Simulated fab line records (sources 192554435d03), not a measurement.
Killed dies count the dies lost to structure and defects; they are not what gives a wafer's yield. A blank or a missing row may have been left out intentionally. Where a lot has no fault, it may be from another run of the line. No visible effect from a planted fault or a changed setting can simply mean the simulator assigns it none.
Lot-split experiment    flow n5Finfet    21 wafers read from 7 lots, route of 1938 steps

## THE SPLIT ITSELF
At N5_PMOS_HMC_CHANNEL_EPI_ETCH_32 (etches BARC in N2/H2, stops on SiO2, target depth 85.8 nm, time 50.3 s), the setting biasW was moved away from the recipe's 150 W on 4 of the 21 wafers read, by -11.3% to +12.9%. The other wafers ran this setting at the recipe's value.

The reading comes from the split's own step.

## THE READING
rfVppV, in V, at N5_PMOS_HMC_CHANNEL_EPI_ETCH_32 (etches BARC in N2/H2, stops on SiO2, target depth 85.8 nm, time 50.3 s). On this fab line, fault-free wafers typically give 523.6 V with a standard deviation of 2.2 V.

wafer   tool, chamber at the split  biasW as run, W  against the recipe  rfVppV, V  against lot-mates on the recipe
L074.2  rieDiel-06, 2               150              recipe              524.2      -
L074.3  rieDiel-06, 0               150              recipe              526.4      -
L074.5  rieDiel-06, 2               150              recipe              524.1      -
L078.2  rieDiel-04, 3               150              recipe              526.3      -
L078.4  rieDiel-04, 3               150              recipe              528.0      -
L078.5  rieDiel-04, 2               150              recipe              523.0      -
L082.1  rieDiel-06, 2               133.4            -11.1%              485.2      -40.3
L082.3  rieDiel-06, 0               133.4            -11.1%              489.0      -36.5
L082.5  rieDiel-06, 0               150              recipe              525.5      -
L088.3  rieDiel-03, 2               150              recipe              526.5      -
L088.4  rieDiel-03, 2               133              -11.3%              485.6      -40.0
L088.6  rieDiel-03, 3               150              recipe              524.8      -
L094.1  rieDiel-04, 0               169.4            +12.9%              564.7      +41.7
L094.5  rieDiel-04, 1               150              recipe              521.3      -
L094.6  rieDiel-04, 0               150              recipe              524.8      -
L095.1  rieDiel-04, 3               150              recipe              527.4      -
L095.2  rieDiel-04, 0               150              recipe              524.5      -
L095.4  rieDiel-04, 1               150              recipe              521.7      -
L096.4  rieDiel-06, 1               150              recipe              521.8      -
L096.5  rieDiel-06, 1               150              recipe              522.0      -
L096.6  rieDiel-06, 2               150              recipe              524.3      -

FIT RESULTS
A straight line over all 21 wafers: rfVppV changes by +3.3 V for each +1% of biasW; r = +0.99; the points scatter about the line by 2.1 V.
The same after taking each lot's own level away (the mean of its wafers on the recipe; 21 wafers): +3.4 V for each +1%; r = +1.00; scatter 1.8 V.
On that fit, the largest move of biasW shifts the reading by 44 V.
Measured against the standard deviation above, the lots' own levels, which go from 522.70 to 525.77 V, span 1.4 times it.
Hence the lot-to-lot level has little effect on the slope; both slopes agree.
Check: with one of the wafers moved furthest among these (+12.9%) left out of the fit, the line predicts +45.2 V for it against its lot-mates. Against them it came out at +41.7 V.
Tool readings at the split's step, against how far the setting was moved: rfVppV r = +0.99.

## FILE'S OWN FIT
rfVppV changes by +3.39 V for each +1% of biasW, r = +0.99.
